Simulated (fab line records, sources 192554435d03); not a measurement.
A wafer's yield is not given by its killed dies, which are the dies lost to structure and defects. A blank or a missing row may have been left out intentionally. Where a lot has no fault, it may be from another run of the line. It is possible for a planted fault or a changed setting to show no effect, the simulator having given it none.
Chamber matching :: flow n5Finfet :: N5_FIN_SAQP_ALD_61 on aldSin-01: 4 sister chambers
The step deposits SiO2, target thk 4 nm, pulse time 1 s, purge time 2 s. 8 wafers are shown with their chamber, then 11 later ones without.

== WAFERS, EACH WITH ITS CHAMBER ==
wafer: L075.2
chamber: 0
heaterPowerW (W): 447
precursorPulseHeightRel: 0.989

wafer: L077.5
chamber: 0
heaterPowerW (W): 442
precursorPulseHeightRel: 1.009

wafer: L082.1
chamber: 3
heaterPowerW (W): 489
precursorPulseHeightRel: 0.999

wafer: L083.4
chamber: 2
heaterPowerW (W): 490
precursorPulseHeightRel: 0.999

wafer: L086.1
chamber: 1
heaterPowerW (W): 458
precursorPulseHeightRel: 0.987

wafer: L086.2
chamber: 2
heaterPowerW (W): 496
precursorPulseHeightRel: 1.039

wafer: L086.3
chamber: 3
heaterPowerW (W): 485
precursorPulseHeightRel: 0.989

wafer: L090.1
chamber: 1
heaterPowerW (W): 460
precursorPulseHeightRel: 0.976

== WAFERS WITH NO CHAMBER GIVEN ==
wafer: L090.2
heaterPowerW (W): 451
precursorPulseHeightRel: 0.984

wafer: L090.4
heaterPowerW (W): 478
precursorPulseHeightRel: 0.988

wafer: L091.1
heaterPowerW (W): 463
precursorPulseHeightRel: 0.986

wafer: L091.3
heaterPowerW (W): 447
precursorPulseHeightRel: 1.027

wafer: L091.4
heaterPowerW (W): 498
precursorPulseHeightRel: 1.006

wafer: L095.1
heaterPowerW (W): 480
precursorPulseHeightRel: 1.010

wafer: L095.2
heaterPowerW (W): 450
precursorPulseHeightRel: 1.019

wafer: L095.3
heaterPowerW (W): 484
precursorPulseHeightRel: 1.000

wafer: L097.1
heaterPowerW (W): 492
precursorPulseHeightRel: 1.007

wafer: L097.3
heaterPowerW (W): 497
precursorPulseHeightRel: 1.015

wafer: L097.5
heaterPowerW (W): 448
precursorPulseHeightRel: 1.016

== WHICH CHAMBER EACH WENT THROUGH ==
wafer: L090.2
from the rows above: can't be placed: 0 or 1
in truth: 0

wafer: L090.4
from the rows above: 3
in truth: 3

wafer: L091.1
from the rows above: 1
in truth: 1

wafer: L091.3
from the rows above: 0
in truth: 0

wafer: L091.4
from the rows above: can't be placed: 2 or 3
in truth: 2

wafer: L095.1
from the rows above: can't be placed: 3 or 2
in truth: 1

wafer: L095.2
from the rows above: can't be placed: 0 or 1
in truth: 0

wafer: L095.3
from the rows above: 3
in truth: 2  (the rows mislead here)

wafer: L097.1
from the rows above: can't be placed: 2 or 3
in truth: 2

wafer: L097.3
from the rows above: 2
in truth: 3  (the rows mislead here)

wafer: L097.5
from the rows above: 0
in truth: 0
Correct placement for 4 of the 11. These rows do not allow placing 5 (true chamber among the candidates in 4). Wrongly placed: 2.
How it was worked out, from the rows above alone: a wafer's distance from a chamber is the root of the sum, over the readings, of the square of ((its reading less the chamber's mean) divided by the reading's scatter). If the next closest chamber is less than 2 further off than the closest, the wafer can't be placed; otherwise it belongs to the closest. The mean given for a chamber averages the wafers shown for that chamber. The scatter: take each reading less its chamber's mean, square it, sum over the shown wafers, divide by the number of wafers less the number of chambers, and take the root.
